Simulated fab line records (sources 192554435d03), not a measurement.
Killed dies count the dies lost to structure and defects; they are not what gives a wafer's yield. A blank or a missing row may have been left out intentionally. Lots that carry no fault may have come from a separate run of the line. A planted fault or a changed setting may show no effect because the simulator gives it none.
fab line records + flow n5-finfet
[record]
- lots = 7
- wafers = 39
route steps=1938 shown WELL_APT@24 FIN_SAQP@96 DUMMY_GATE@248 SD_EPI_P@310 HKMG_FIN@444 GATE_CUT@466 PASSIVATION@1936
start-h: hours from the record's opening day to when the first of the lot's shown wafers began + wait-h: hours from the lot's prior step to this one + " unchanged from the row above + L1.1+2: several wafers, shown together as one row + - no value, or no start given + * or withheld: withheld + < > ~ a bound
route shown NAME@n: a module of which the file shows steps, and the number in the route of the first + usual: average and standard deviation across the fault-free wafers + same: alike in all rows + chamber/n: place in a boat + sites: each site's reading + _std_site: the standard deviation of these + _edge_site: inner sites' mean taken away from outer sites' mean + radius-mm: how far each site lies from the wafer's centre + mask NAME#n: copy n + behind: tool/chamber where the wafer was last shaped + hold: what put the lot on hold/how long, in hours/how the hold closed + device: the transistor (n, p or np) that didn't switch + end of line: the route-end tests of the same wafers + step lacking rows: just its recipe + killed: the dies lost at the first sort to structure and to defects; this is not the yield of the wafer + map: the dies of a wafer, with x for killed, . for not killed, _ for no die there
set.NAME: the setting the step ran with; set.NAME@STEP: the setting that earlier step ran with + model.NAME: the simulator's own value behind a step, which no gauge read
lots run with intentionally changed settings; tables by step, rows by wafer
[[steps]]
[step N5_WELL_APT_EXPOSE_05]
[recipe]
- mask-id = NWELL
- na = 0.8
- source-shape = conventional
- sigma-outer = 0.8
- polarization = unpolarized
- defocus-nm = 0
- target-cd-nm = 200
- dose-mj = 20.3
[step N5_WELL_APT_IMPLANT_32]
[recipe]
- species = BF2
- energy-kev = 50
- dose-cm2 = 2e+13
- tilt-deg = 0
- rotation-deg = 0
[step N5_FIN_SAQP_HM_DEP_03]
[recipe]
- material = SiNx
- target-thk-a = 380
- temp-c = 400
- precursor = SiH4/NH3/N2
- pressure-torr = 1.5
- rf-w = 300
- time-s = 33.6
[step N5_DUMMY_GATE_ETCH_44]
[recipe]
- chemistry = HBr/O2
- over-etch-frac = 0.7
- target-depth-a = 1275
- stop-on = SiO2
- ion-energy-ev = 60
- bias-w = 20
- target = poly-Si
- mask-material = SiO2
- pressure-mtorr = 20
- icp-w = 400
- HBr_flow_sccm = 120
- O2_flow_sccm = 10
[step N5_SD_EPI_P_ETCHBACK_46]
[recipe]
- chemistry = CH3F/O2
- mode = anisotropic-etchback
- target = SiNx
- target-depth-a = 175
- stop-on = SiO2
- over-etch-frac = 0.3
- ion-energy-ev = 120
- pressure-mtorr = 30
- source-w = 395
- bias-w = 73
- Ar_flow_sccm = 150
- CH3F_flow_sccm = 30
- O2_flow_sccm = 20
[step N5_HKMG_FIN_ETCH_86]
[recipe]
- chemistry = N2/H2
- target = SOC
- target-depth-a = 3932
- stop-on = TiN
- ion-energy-ev = 100
- bias-w = 61
- pressure-mtorr = 30
- source-w = 850
- n2-flow-sccm = 200
- h2-flow-sccm = 200
[step N5_GATE_CUT_ETCH_56]
[recipe]
- chemistry = Cl2/Ar
- target = TiN
- target-depth-a = 216
- pressure-mtorr = 10
- icp-w = 600
- bias-w = 60
- Cl2_flow_sccm = 40
- Ar_flow_sccm = 60
[step N5_GATE_CUT_ETCH_58]
[recipe]
- chemistry = CH3F/O2
- target = SiNx
- target-depth-a = 170
- time-s = 128.6
- ion-energy-ev = 50
- pressure-mtorr = 30
- source-w = 415
- bias-w = 21
- Ar_flow_sccm = 150
- CH3F_flow_sccm = 30
- O2_flow_sccm = 20
[step N5_PASSIVATION_PROBE_49]
[usual]
- killed-at-front-end = 38/11
- killed-dies = 102/17
- killed-on-rim = 13/4.1
| lot.wafer | tool      | chamber | start-h | wait-h | set.dose-mj@WELL_APT_EXPOSE_05 | set.energy-kev@WELL_APT_IMPLANT_32 | set.time-s@FIN_SAQP_HM_DEP_03 | set.target-depth-a@DUMMY_GATE_ETCH_44 | set.over-etch-frac@SD_EPI_P_ETCHBACK_46 | set.target-depth-a@HKMG_FIN_ETCH_86 | set.icp-w@GATE_CUT_ETCH_56 | set.time-s@GATE_CUT_ETCH_58 | killed-at-front-end | killed-dies | killed-on-rim |
|-----------|-----------|---------|---------|--------|--------------------------------|------------------------------------|-------------------------------|---------------------------------------|-----------------------------------------|-------------------------------------|----------------------------|-----------------------------|---------------------|-------------|---------------|
| L077.1    | prober-02 | -       | 294.95  | 0.0    | 20.3                           | 50                                 | 35.63                         | 1188                                  | 0.3                                     | 4382                                | 651.5                      | 128.6                       | 1099                | 1169        | 147           |
| L077.2    | prober-02 | -       | 295.00  | 0.1    | 20.3                           | 47.23                              | 35.63                         | 1275                                  | 0.3                                     | 3932                                | 600                        | 128.6                       | 45                  | 131         | 16            |
| L077.3    | prober-02 | -       | 295.05  | 0.1    | 20.3                           | 50                                 | 35.63                         | 1188                                  | 0.3061                                  | 4382                                | 651.5                      | 128.6                       | 1093                | 1179        | 152           |
| L077.4    | prober-02 | -       | 295.10  | 0.2    | 20.3                           | 47.23                              | 33.6                          | 1275                                  | 0.3061                                  | 4382                                | 600                        | 128.6                       | 1106                | 1179        | 152           |
| L077.5    | prober-02 | -       | 295.15  | 0.2    | 20.3                           | 50                                 | 33.6                          | 1275                                  | 0.3                                     | 3932                                | 651.5                      | 128.6                       | 29                  | 116         | 11            |
| L077.6    | prober-02 | -       | 295.20  | 0.3    | 20.3                           | 47.23                              | 33.6                          | 1188                                  | 0.3061                                  | 3932                                | 600                        | 128.6                       | 36                  | 102         | 14            |
| L080.1    | prober-01 | -       | 346.02  | 0.0    | 20.3                           | 50                                 | 28.96                         | 1321                                  | 0.2785                                  | 3932                                | 600                        | 128.6                       | 48                  | 112         | 15            |
| L080.2    | prober-01 | -       | 346.07  | 0.1    | 20.3                           | 46.89                              | 28.96                         | 1275                                  | 0.3                                     | 3932                                | 526.4                      | 128.6                       | 43                  | 109         | 8             |
| L080.3    | prober-01 | -       | 346.12  | 0.1    | 20.3                           | 50                                 | 33.6                          | 1321                                  | 0.3                                     | 4199                                | 600                        | 108.4                       | 1042                | 1123        | 152           |
| L080.4    | prober-01 | -       | 346.17  | 0.2    | 20.3                           | 46.89                              | 33.6                          | 1321                                  | 0.2785                                  | 3932                                | 526.4                      | 108.4                       | 29                  | 102         | 11            |
| L080.5    | prober-01 | -       | 346.22  | 0.2    | 20.3                           | 50                                 | 33.6                          | 1275                                  | 0.3                                     | 4199                                | 600                        | 108.4                       | 673                 | 753         | 123           |
| L080.6    | prober-01 | -       | 346.27  | 0.3    | 20.3                           | 46.89                              | 28.96                         | 1275                                  | 0.2785                                  | 4199                                | 526.4                      | 128.6                       | 1066                | 1125        | 152           |
| L087.1    | prober-02 | -       | 388.84  | 0.0    | 20.3                           | 50                                 | 33.6                          | 1275                                  | 0.3102                                  | 3488                                | 600                        | 128.6                       | 19                  | 79          | 7             |
| L087.2    | prober-02 | -       | 388.89  | 0.1    | 20.3                           | 50                                 | 35.86                         | 1386                                  | 0.3102                                  | 3488                                | 702                        | 128.6                       | 29                  | 72          | 7             |
| L087.3    | prober-02 | -       | 388.94  | 0.1    | 19.45                          | 50                                 | 35.86                         | 1386                                  | 0.3102                                  | 3932                                | 702                        | 100.4                       | 25                  | 94          | 17            |
| L087.4    | prober-02 | -       | 388.99  | 0.2    | 19.45                          | 50                                 | 35.86                         | 1275                                  | 0.3                                     | 3932                                | 600                        | 128.6                       | 36                  | 91          | 13            |
| L087.5    | prober-02 | -       | 389.04  | 0.2    | 20.3                           | 50                                 | 33.6                          | 1275                                  | 0.3                                     | 3488                                | 702                        | 100.4                       | 24                  | 68          | 7             |
| L087.6    | prober-02 | -       | 389.09  | 0.3    | 19.45                          | 50                                 | 33.6                          | 1386                                  | 0.3                                     | 3932                                | 600                        | 100.4                       | 23                  | 69          | 7             |
| L089.1    | prober-01 | -       | 394.00  | 0.0    | 20.3                           | 50                                 | 33.6                          | 1275                                  | 0.3                                     | 3932                                | 600                        | 128.6                       | 51                  | 125         | 16            |
| L089.3    | prober-01 | -       | 394.10  | 0.1    | 20.3                           | 50                                 | 33.6                          | 1275                                  | 0.3                                     | 3932                                | 600                        | 128.6                       | 55                  | 113         | 11            |
| L089.4    | prober-01 | -       | 394.15  | 0.2    | 20.3                           | 50                                 | 33.6                          | 1275                                  | 0.3                                     | 3932                                | 600                        | 128.6                       | 34                  | 95          | 10            |
| L092.1    | prober-02 | -       | 420.13  | 0.0    | 18.92                          | 50                                 | 33.6                          | 1275                                  | 0.3                                     | 3932                                | 499.4                      | 128.6                       | 50                  | 120         | 22            |
| L092.2    | prober-02 | -       | 420.18  | 0.1    | 20.3                           | 50                                 | 33.6                          | 1275                                  | 0.3                                     | 4133                                | 600                        | 150.9                       | 753                 | 820         | 135           |
| L092.3    | prober-02 | -       | 420.23  | 0.1    | 18.92                          | 47                                 | 33.6                          | 1275                                  | 0.3                                     | 3932                                | 600                        | 150.9                       | 29                  | 108         | 14            |
| L092.4    | prober-02 | -       | 420.28  | 0.2    | 20.3                           | 47                                 | 33.6                          | 1275                                  | 0.3                                     | 3932                                | 499.4                      | 128.6                       | 35                  | 103         | 11            |
| L092.5    | prober-02 | -       | 420.33  | 0.2    | 20.3                           | 50                                 | 33.6                          | 1275                                  | 0.3                                     | 4133                                | 499.4                      | 150.9                       | 669                 | 721         | 29            |
| L092.6    | prober-02 | -       | 420.38  | 0.3    | 18.92                          | 47                                 | 33.6                          | 1275                                  | 0.3                                     | 4133                                | 600                        | 128.6                       | 638                 | 707         | 135           |
| L094.1    | prober-02 | -       | 434.76  | 0.7    | 20.71                          | 54.65                              | 33.6                          | 1363                                  | 0.3                                     | 4143                                | 600                        | 128.6                       | 824                 | 881         | 151           |
| L094.2    | prober-02 | -       | 434.81  | 0.8    | 20.3                           | 50                                 | 33.6                          | 1275                                  | 0.3                                     | 4143                                | 600                        | 98.41                       | 818                 | 875         | 130           |
| L094.3    | prober-02 | -       | 434.86  | 0.8    | 20.71                          | 54.65                              | 37.97                         | 1363                                  | 0.2816                                  | 3932                                | 600                        | 98.41                       | 34                  | 99          | 16            |
| L094.4    | prober-02 | -       | 434.91  | 0.9    | 20.3                           | 50                                 | 37.97                         | 1363                                  | 0.3                                     | 3932                                | 600                        | 128.6                       | 34                  | 99          | 9             |
| L094.5    | prober-02 | -       | 434.96  | 0.9    | 20.71                          | 50                                 | 33.6                          | 1275                                  | 0.2816                                  | 3932                                | 600                        | 98.41                       | 22                  | 75          | 13            |
| L094.6    | prober-02 | -       | 435.01  | 1.0    | 20.3                           | 54.65                              | 37.97                         | 1275                                  | 0.2816                                  | 4143                                | 600                        | 128.6                       | 1029                | 1092        | 149           |
| L096.1    | prober-01 | -       | 455.29  | 0.0    | 21.14                          | 50                                 | 33.6                          | 1173                                  | 0.3                                     | 4093                                | 600                        | 110.1                       | 387                 | 468         | 95            |
| L096.2    | prober-01 | -       | 455.34  | 0.1    | 20.3                           | 50                                 | 30.31                         | 1173                                  | 0.2809                                  | 3932                                | 653.2                      | 128.6                       | 51                  | 116         | 18            |
| L096.3    | prober-01 | -       | 455.39  | 0.1    | 20.3                           | 45.91                              | 30.31                         | 1275                                  | 0.2809                                  | 4093                                | 600                        | 128.6                       | 578                 | 648         | 145           |
| L096.4    | prober-01 | -       | 455.44  | 0.2    | 21.14                          | 50                                 | 33.6                          | 1275                                  | 0.2809                                  | 4093                                | 653.2                      | 110.1                       | 427                 | 505         | 109           |
| L096.5    | prober-01 | -       | 455.49  | 0.2    | 20.3                           | 45.91                              | 33.6                          | 1275                                  | 0.3                                     | 3932                                | 600                        | 110.1                       | 35                  | 103         | 12            |
| L096.6    | prober-01 | -       | 455.54  | 0.3    | 21.14                          | 45.91                              | 30.31                         | 1173                                  | 0.3                                     | 3932                                | 653.2                      | 128.6                       | 55                  | 145         | 18            |
// killed by level:class
L077.1 HKMG_FIN:area-etch=1075 MOL_CONTACT_COAG:geometric-particle:open=26 MOL_CONTACT_COAG:geometric-particle:short=7 BEOL_M3:geometric-particle:open=6 STI_FIN_REVEAL:geometric-particle:open=5 BEOL_M0_SAQP:geometric-particle:short=5 BEOL_M2:geometric-particle:open=5 FIN_SAQP:geometric-particle:open=3
L077.2 MOL_CONTACT_COAG:geometric-particle:open=14 STI_FIN_REVEAL:geometric-particle:open=13 BEOL_M0_SAQP:geometric-particle:open=11 BEOL_M0_SAQP:geometric-particle:short=11 BEOL_M1:geometric-particle:open=9 BEOL_M2:geometric-particle:open=9 BEOL_M0:geometric-particle:open=6 BEOL_M4:geometric-particle:open=6
L077.3 HKMG_FIN:area-etch=1050 FIN_SAQP:geometric-particle:short=11 MOL_CONTACT_COAG:geometric-particle:open=11 FIN_SAQP:geometric-particle:open=10 BEOL_M0_SAQP:geometric-particle:open=10 BEOL_M4:geometric-particle:open=9 BEOL_M0_SAQP:geometric-particle:short=9 BEOL_M1:geometric-particle:open=8
L077.4 HKMG_FIN:area-etch=1047 STI_FIN_REVEAL:geometric-particle:open=16 MOL_CONTACT_COAG:geometric-particle:open=16 FIN_SAQP:geometric-particle:open=13 FIN_SAQP:geometric-particle:short=10 BEOL_M0_SAQP:geometric-particle:short=10 BEOL_M0_SAQP:geometric-particle:open=9 BEOL_M1:geometric-particle:open=7
L077.5 MOL_CONTACT_COAG:geometric-particle:open=15 BEOL_M0_SAQP:geometric-particle:open=15 BEOL_M0_SAQP:geometric-particle:short=14 BEOL_M4:geometric-particle:open=8 FIN_SAQP:geometric-particle:short=7 BEOL_M3:geometric-particle:open=6 MOL_CONTACT_COAG:geometric-particle:short=5 DUMMY_GATE:geometric-particle:open=4
L077.6 MOL_CONTACT_COAG:geometric-particle:open=12 BEOL_M2:geometric-particle:open=10 FIN_SAQP:geometric-particle:open=5 STI_FIN_REVEAL:geometric-particle:open=5 MOL_CONTACT_COAG:geometric-particle:short=5 BEOL_M4:geometric-particle:short=5 FIN_SAQP:geometric-particle:short=4 STI_FIN_REVEAL:geometric-particle:short=4
L080.1 MOL_CONTACT_COAG:geometric-particle:open=13 STI_FIN_REVEAL:geometric-particle:open=12 BEOL_M2:geometric-particle:open=10 FIN_SAQP:geometric-particle:open=8 BEOL_M0_SAQP:geometric-particle:short=6 GATE_CUT:geometric-particle:short=5 MOL_CONTACT_COAG:geometric-particle:short=5 BEOL_M2:geometric-particle:short=5
L080.2 STI_FIN_REVEAL:geometric-particle:open=13 BEOL_M0_SAQP:geometric-particle:short=10 BEOL_M2:geometric-particle:open=10 FIN_SAQP:geometric-particle:open=9 BEOL_M1:geometric-particle:open=7 BEOL_M4:geometric-particle:open=6 FIN_SAQP:geometric-particle:short=4 GATE_CUT:geometric-particle:open=4
L080.3 HKMG_FIN:area-etch=1014 MOL_CONTACT_COAG:geometric-particle:open=15 BEOL_M2:geometric-particle:open=10 BEOL_M0_SAQP:geometric-particle:open=8 BEOL_M1:geometric-particle:open=8 BEOL_M0_SAQP:geometric-particle:short=7 BEOL_M1:geometric-particle:short=6 BEOL_M4:geometric-particle:open=6
L080.4 MOL_CONTACT_COAG:geometric-particle:open=15 BEOL_M1:geometric-particle:open=11 FIN_SAQP:geometric-particle:open=10 BEOL_M0_SAQP:geometric-particle:open=9 BEOL_M3:geometric-particle:open=6 STI_FIN_REVEAL:geometric-particle:open=5 PASS1_CAP:geometric-particle:short=4 DUMMY_GATE:geometric-particle:open=3
L080.5 HKMG_FIN:area-etch=646 MOL_CONTACT_COAG:geometric-particle:open=19 BEOL_M4:geometric-particle:open=11 BEOL_M3:geometric-particle:open=8 STARTING-WAFER:geometric-particle:open=7 BEOL_M2:geometric-particle:open=6 MOL_CONTACT_COAG:geometric-particle:short=5 BEOL_M0_SAQP:geometric-particle:open=5
L080.6 HKMG_FIN:area-etch=1036 MOL_CONTACT_COAG:geometric-particle:open=12 BEOL_M2:geometric-particle:open=11 STI_FIN_REVEAL:geometric-particle:open=5 DUMMY_GATE:geometric-particle:open=5 GATE_CUT:geometric-particle:short=5 FIN_SAQP:geometric-particle:open=4 BEOL_M0_SAQP:geometric-particle:short=4
L087.1 BEOL_M1:geometric-particle:open=11 BEOL_M2:geometric-particle:open=8 FIN_SAQP:geometric-particle:open=5 BEOL_M0_SAQP:geometric-particle:open=5 BEOL_M0_SAQP:geometric-particle:short=5 BEOL_M3:geometric-particle:short=4 STI_FIN_REVEAL:geometric-particle:open=3 MOL_CONTACT_COAG:geometric-particle:short=3
L087.2 FIN_SAQP:geometric-particle:short=10 FIN_SAQP:geometric-particle:open=8 BEOL_M0:geometric-particle:short=7 DUMMY_GATE:geometric-particle:open=4 BEOL_M0:geometric-particle:open=4 MOL_CONTACT_COAG:geometric-particle:open=3 BEOL_M3:geometric-particle:open=3 BEOL_M0_SAQP:geometric-particle:open=3
L087.3 MOL_CONTACT_COAG:geometric-particle:open=16 BEOL_M2:geometric-particle:open=9 BEOL_M0_SAQP:geometric-particle:open=8 DUMMY_GATE:geometric-particle:open=7 BEOL_M4:geometric-particle:open=7 BEOL_M0_SAQP:geometric-particle:short=5 FIN_SAQP:geometric-particle:short=4 FIN_SAQP:geometric-particle:open=3
L087.4 MOL_CONTACT_COAG:geometric-particle:open=15 FIN_SAQP:geometric-particle:open=14 BEOL_M2:geometric-particle:open=10 FIN_SAQP:geometric-particle:short=8 BEOL_M1:geometric-particle:open=6 STARTING-WAFER:geometric-particle:short=5 BEOL_M0_SAQP:geometric-particle:short=4 BEOL_M3:geometric-particle:open=4
L087.5 FIN_SAQP:geometric-particle:open=8 MOL_CONTACT_COAG:geometric-particle:open=8 MOL_CONTACT_COAG:geometric-particle:short=5 BEOL_M5:geometric-particle:short=5 BEOL_M0_SAQP:geometric-particle:open=4 STARTING-WAFER:geometric-particle:open=4 BEOL_M0_SAQP:geometric-particle:short=3 BEOL_M1:geometric-particle:open=3
L087.6 MOL_CONTACT_COAG:geometric-particle:open=7 FIN_SAQP:geometric-particle:open=4 BEOL_M1:geometric-particle:open=4 BEOL_M6:geometric-particle:open=4 STARTING-WAFER:geometric-particle:short=4 STARTING-WAFER:geometric-particle:open=4 GATE_CUT:geometric-particle:short=3 MOL_CONTACT_COAG:geometric-particle:short=3
L089.1 MOL_CONTACT_COAG:geometric-particle:open=23 FIN_SAQP:geometric-particle:short=10 BEOL_M1:geometric-particle:open=9 BEOL_M4:geometric-particle:open=9 FIN_SAQP:geometric-particle:open=7 DUMMY_GATE:geometric-particle:open=6 GATE_CUT:geometric-particle:short=5 STI_FIN_REVEAL:geometric-particle:short=4
L089.3 FIN_SAQP:geometric-particle:short=24 FIN_SAQP:geometric-particle:open=15 BEOL_M4:geometric-particle:open=11 BEOL_M3:geometric-particle:open=8 BEOL_M0_SAQP:geometric-particle:short=7 BEOL_M0_SAQP:geometric-particle:open=7 MOL_CONTACT_COAG:geometric-particle:open=6 BEOL_M2:geometric-particle:open=6
L089.4 MOL_CONTACT_COAG:geometric-particle:open=13 BEOL_M0_SAQP:geometric-particle:short=8 FIN_SAQP:geometric-particle:short=7 FIN_SAQP:geometric-particle:open=6 DUMMY_GATE:geometric-particle:open=5 DUMMY_GATE:geometric-particle:short=5 MOL_CONTACT_COAG:geometric-particle:short=5 BEOL_M2:geometric-particle:open=5
L092.1 BEOL_M4:geometric-particle:open=15 GATE_CUT:geometric-particle:short=13 FIN_SAQP:geometric-particle:short=11 BEOL_M0_SAQP:geometric-particle:open=11 BEOL_M2:geometric-particle:open=9 DUMMY_GATE:geometric-particle:open=8 BEOL_M3:geometric-particle:open=7 FIN_SAQP:geometric-particle:open=6
L092.2 HKMG_FIN:area-etch=707 FIN_SAQP:geometric-particle:short=17 BEOL_M4:geometric-particle:open=11 BEOL_M3:geometric-particle:open=8 FIN_SAQP:geometric-particle:open=7 BEOL_M0_SAQP:geometric-particle:short=7 MOL_CONTACT_COAG:geometric-particle:open=7 GATE_CUT:geometric-particle:short=6
L092.3 MOL_CONTACT_COAG:geometric-particle:open=12 BEOL_M0_SAQP:geometric-particle:short=11 BEOL_M2:geometric-particle:open=9 BEOL_M0_SAQP:geometric-particle:open=6 FIN_SAQP:geometric-particle:open=5 FIN_SAQP:geometric-particle:short=5 DUMMY_GATE:geometric-particle:open=5 BEOL_M4:geometric-particle:open=5
L092.4 MOL_CONTACT_COAG:geometric-particle:open=16 FIN_SAQP:geometric-particle:short=13 FIN_SAQP:geometric-particle:open=10 BEOL_M3:geometric-particle:short=8 BEOL_M0_SAQP:geometric-particle:open=4 BEOL_M0_SAQP:geometric-particle:short=4 BEOL_M2:geometric-particle:open=4 BEOL_M4:geometric-particle:open=4
L092.5 HKMG_FIN:area-etch=641 MOL_CONTACT_COAG:geometric-particle:open=13 BEOL_M4:geometric-particle:open=8 FIN_SAQP:geometric-particle:short=6 STI_FIN_REVEAL:geometric-particle:open=6 BEOL_M0_SAQP:geometric-particle:short=4 STARTING-WAFER:geometric-particle:short=4 FIN_SAQP:geometric-particle:open=3
L092.6 HKMG_FIN:area-etch=598 MOL_CONTACT_COAG:geometric-particle:open=18 FIN_SAQP:geometric-particle:short=13 BEOL_M0_SAQP:geometric-particle:short=8 FIN_SAQP:geometric-particle:open=7 BEOL_M4:geometric-particle:open=7 BEOL_M5:geometric-particle:open=6 BEOL_M0_SAQP:geometric-particle:open=5
L094.1 HKMG_FIN:area-etch=802 MOL_CONTACT_COAG:geometric-particle:open=13 BEOL_M3:geometric-particle:open=5 STI_FIN_REVEAL:geometric-particle:open=4 BEOL_M1:geometric-particle:open=4 BEOL_M1:geometric-particle:short=4 MOL_CONTACT_COAG:geometric-particle:short=3 BEOL_M0:geometric-particle:open=3
L094.2 HKMG_FIN:area-etch=793 BEOL_M0_SAQP:geometric-particle:short=12 STI_FIN_REVEAL:geometric-particle:open=7 BEOL_M0_SAQP:geometric-particle:open=6 BEOL_M4:geometric-particle:open=6 PASS1_CAP:geometric-particle:short=5 BEOL_M2:geometric-particle:open=5 STARTING-WAFER:geometric-particle:short=5
L094.3 MOL_CONTACT_COAG:geometric-particle:open=13 STI_FIN_REVEAL:geometric-particle:open=9 BEOL_M2:geometric-particle:open=9 FIN_SAQP:geometric-particle:short=8 BEOL_M4:geometric-particle:open=6 BEOL_M0_SAQP:geometric-particle:open=6 PASS1_CAP:geometric-particle:open=5 DUMMY_GATE:geometric-particle:open=3
L094.4 MOL_CONTACT_COAG:geometric-particle:open=20 STI_FIN_REVEAL:geometric-particle:open=11 BEOL_M4:geometric-particle:open=7 FIN_SAQP:geometric-particle:short=6 MOL_CONTACT_COAG:geometric-particle:short=5 PASS1_CAP:geometric-particle:short=4 STI_FIN_REVEAL:geometric-particle:short=3 BEOL_M0_SAQP:geometric-particle:open=3
L094.5 MOL_CONTACT_COAG:geometric-particle:open=13 MOL_CONTACT_COAG:geometric-particle:short=6 BEOL_M2:geometric-particle:open=5 BEOL_M0:geometric-particle:open=4 BEOL_M0_SAQP:geometric-particle:open=4 ZERO_LAYER:coat-microbubble-printed=4 STI_FIN_REVEAL:geometric-particle:open=3 DUMMY_GATE:geometric-particle:open=3
L094.6 HKMG_FIN:area-etch=981 STI_FIN_REVEAL:geometric-particle:open=18 MOL_CONTACT_COAG:geometric-particle:open=14 MOL_CONTACT_COAG:geometric-particle:short=7 BEOL_M0_SAQP:geometric-particle:open=6 DUMMY_GATE:geometric-particle:open=5 BEOL_M2:geometric-particle:open=5 STI_FIN_REVEAL:geometric-particle:short=4
L096.1 HKMG_FIN:area-etch=343 FIN_SAQP:geometric-particle:open=16 BEOL_M3:geometric-particle:open=14 BEOL_M4:geometric-particle:open=11 BEOL_M2:geometric-particle:open=10 MOL_CONTACT_COAG:geometric-particle:open=9 FIN_SAQP:geometric-particle:short=6 STI_FIN_REVEAL:geometric-particle:open=6
L096.2 BEOL_M4:geometric-particle:open=18 FIN_SAQP:geometric-particle:open=13 BEOL_M2:geometric-particle:open=10 BEOL_M3:geometric-particle:open=9 MOL_CONTACT_COAG:geometric-particle:open=8 FIN_SAQP:geometric-particle:short=4 DUMMY_GATE:geometric-particle:open=4 ILD0:geometric-particle:open=4
L096.3 HKMG_FIN:area-etch=539 BEOL_M4:geometric-particle:open=18 MOL_CONTACT_COAG:geometric-particle:open=11 FIN_SAQP:geometric-particle:short=9 BEOL_M2:geometric-particle:open=6 STARTING-WAFER:geometric-particle:open=6 FIN_SAQP:geometric-particle:open=5 STI_FIN_REVEAL:geometric-particle:open=4
L096.4 HKMG_FIN:area-etch=386 BEOL_M4:geometric-particle:open=20 BEOL_M2:geometric-particle:open=11 FIN_SAQP:geometric-particle:open=9 BEOL_M1:geometric-particle:open=9 MOL_CONTACT_COAG:geometric-particle:open=8 STI_FIN_REVEAL:geometric-particle:open=6 DUMMY_GATE:geometric-particle:open=6
L096.5 BEOL_M4:geometric-particle:open=14 STI_FIN_REVEAL:geometric-particle:open=9 BEOL_M2:geometric-particle:open=9 BEOL_M3:geometric-particle:open=9 MOL_CONTACT_COAG:geometric-particle:open=8 FIN_SAQP:geometric-particle:open=5 MOL_CONTACT_COAG:geometric-particle:short=5 BEOL_M0_SAQP:geometric-particle:short=4
L096.6 BEOL_M4:geometric-particle:open=18 GATE_CUT:geometric-particle:short=14 MOL_CONTACT_COAG:geometric-particle:open=11 BEOL_M1:geometric-particle:short=9 FIN_SAQP:geometric-particle:short=8 MOL_CONTACT_COAG:geometric-particle:short=8 BEOL_M3:geometric-particle:open=8 BEOL_M0_SAQP:geometric-particle:open=7
[[key]]
[split]
- step = N5_WELL_APT_EXPOSE_05
- setting = dose-mj
- stated-as = 20.3
response none clear
[split]
- step = N5_WELL_APT_IMPLANT_32
- setting = energy-kev
- stated-as = 50
response none clear
[split]
- step = N5_FIN_SAQP_HM_DEP_03
- setting = time-s
- stated-as = 33.6
response none clear
[split]
- step = N5_DUMMY_GATE_ETCH_44
- setting = target-depth-a
- stated-as = 1275
response none clear
[split]
- step = N5_SD_EPI_P_ETCHBACK_46
- setting = over-etch-frac
- stated-as = 0.3
response none clear
[split]
- step = N5_HKMG_FIN_ETCH_86
- setting = target-depth-a
- stated-as = 3932
[response]
- step = N5_PASSIVATION_PROBE_49
- reading = killed-dies
- slope = +78.1
- per = 1%
- together-with = all
- explained = 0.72
[response]
- step = N5_PASSIVATION_PROBE_49
- reading = killed-at-front-end
- slope = +78.3
- per = 1%
- together-with = all
- explained = 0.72
[response]
- step = N5_PASSIVATION_PROBE_49
- reading = killed-on-rim
- slope = +11.2
- per = 1%
- together-with = all
- explained = 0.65
[split]
- step = N5_GATE_CUT_ETCH_56
- setting = icp-w
- stated-as = 600
response none clear
[split]
- step = N5_GATE_CUT_ETCH_58
- setting = time-s
- stated-as = 128.6
response none clear
